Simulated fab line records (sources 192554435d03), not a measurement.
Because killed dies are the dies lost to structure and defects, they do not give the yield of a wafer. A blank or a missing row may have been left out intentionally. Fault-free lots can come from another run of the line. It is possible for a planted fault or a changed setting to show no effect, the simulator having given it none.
Split-lot experiment    flow n5_finfet    39 wafers read from 7 lots, route of 1938 steps

== ABOUT THE SPLIT ==
At N5_WELL_APT_EXPOSE_05 (exposes mask NWELL, defocus 0 nm, target cd 200 nm), the setting dose_mj was moved away from the recipe's 20.3 on 18 of the 39 wafers read, by -6.5% to +4.4%. All remaining wafers had this setting at the recipe value.

== FROM THE SPLIT TO THE READING: what the file shows between them, 3 steps ==
- N5_WELL_APT_PEB_06: peb time 90 s
- N5_WELL_APT_DEVELOP_07: develop time 45 s
- N5_WELL_APT_HARDBAKE_12: time 120 s

== THE READING ==
cd_nm, in nm, at N5_WELL_APT_CD_MEAS_08 (target cd 200 nm). Fault-free wafers of this fab line usually give 200.5 nm, standard deviation 1.2 nm.

wafer   tool, chamber at the split  dose_mj as run  against the recipe  cd_nm, nm  against lot-mates on the recipe
L076.1  krf_scanner-02, 0           20.3            recipe              202.6      -
L076.2  krf_scanner-02, 0           19.55           -3.7%               192.9      -9.4
L076.3  krf_scanner-02, 0           19.55           -3.7%               194.7      -7.6
L076.4  krf_scanner-02, 0           19.55           -3.7%               194.8      -7.5
L076.5  krf_scanner-02, 0           20.3            recipe              202.7      -
L076.6  krf_scanner-02, 0           20.3            recipe              201.6      -
L080.1  krf_scanner-01, 0           20.3            recipe              200.1      -
L080.2  krf_scanner-01, 0           19.78           -2.6%               197.0      -3.9
L080.3  krf_scanner-01, 0           20.3            recipe              202.1      -
L080.4  krf_scanner-01, 0           20.3            recipe              200.5      -
L080.5  krf_scanner-01, 0           19.78           -2.6%               197.7      -3.2
L080.6  krf_scanner-01, 0           19.78           -2.6%               195.7      -5.2
L083.1  krf_scanner-02, 0           20.3            recipe              203.3      -
L083.2  krf_scanner-02, 0           19.21           -5.4%               192.7      -10.1
L083.3  krf_scanner-02, 0           20.3            recipe              201.9      -
L083.4  krf_scanner-02, 0           19.21           -5.4%               192.6      -10.2
L083.5  krf_scanner-02, 0           19.21           -5.4%               192.7      -10.1
L083.6  krf_scanner-02, 0           20.3            recipe              203.1      -
L086.3  krf_scanner-01, 0           20.3            recipe              200.2      -
L086.4  krf_scanner-01, 0           20.3            recipe              202.2      -
L086.6  krf_scanner-01, 0           20.3            recipe              200.0      -
L088.1  krf_scanner-02, 0           19.72           -2.9%               194.2      -4.1
L088.2  krf_scanner-02, 0           20.3            recipe              199.1      -
L088.3  krf_scanner-02, 0           19.72           -2.9%               193.6      -4.7
L088.4  krf_scanner-02, 0           20.3            recipe              198.4      -
L088.5  krf_scanner-02, 0           19.72           -2.9%               193.9      -4.4
L088.6  krf_scanner-02, 0           20.3            recipe              197.5      -
L096.1  krf_scanner-01, 0           20.3            recipe              200.3      -
L096.2  krf_scanner-01, 0           20.3            recipe              199.4      -
L096.3  krf_scanner-01, 0           20.3            recipe              199.9      -
L096.4  krf_scanner-01, 0           21.19           +4.4%               206.2      +6.3
L096.5  krf_scanner-01, 0           21.19           +4.4%               206.5      +6.6
L096.6  krf_scanner-01, 0           21.19           +4.4%               208.7      +8.8
L097.1  krf_scanner-02, 0           18.99           -6.5%               189.0      -11.0
L097.2  krf_scanner-02, 0           18.99           -6.5%               188.0      -12.0
L097.3  krf_scanner-02, 0           18.99           -6.5%               189.1      -10.9
L097.4  krf_scanner-02, 0           20.3            recipe              199.8      -
L097.5  krf_scanner-02, 0           20.3            recipe              199.3      -
L097.6  krf_scanner-02, 0           20.3            recipe              200.8      -

FIT RESULTS
A straight line over all 39 wafers: cd_nm changes by +1.68 nm for each +1% of dose_mj; r = +0.95; the points scatter about the line by 1.5 nm.
The same after taking each lot's own level away (the mean of its wafers on the recipe; 39 wafers): +1.78 nm for each +1%; r = +0.98; scatter 0.9 nm.
On that fit, the largest move of dose_mj shifts the reading by 12 nm.
The span of the lots' own levels, 198.33 to 202.77 nm, comes to 3.7 times the standard deviation stated above.
Hence the lot-to-lot level has little effect on the slope; both slopes agree.
Check: for one of the wafers moved furthest among these (-6.5%), held out of the fit, the line's prediction against its lot-mates is -11.7 nm. Against them it came out at -11 nm.

== THE WHOLE CHAIN: every reading that the file lists as answering this split, in the file's order ==
step                    what it does              reading                                                          change (the file's fit)               r (the file's)
N5_WELL_APT_CD_MEAS_08  target cd 200 nm          cd_nm                                                            +1.8 nm for each +1% of the setting   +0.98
N5_WELL_APT_DESCUM_13   chemistry O2, time 7.9 s  WELL_APT.cd_nm (the simulator's own value, which no gauge read)  +1.78 nm for each +1% of the setting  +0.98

== FILE'S OWN FIT ==
cd_nm changes by +1.8 nm for each +1% of dose_mj, r = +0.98.
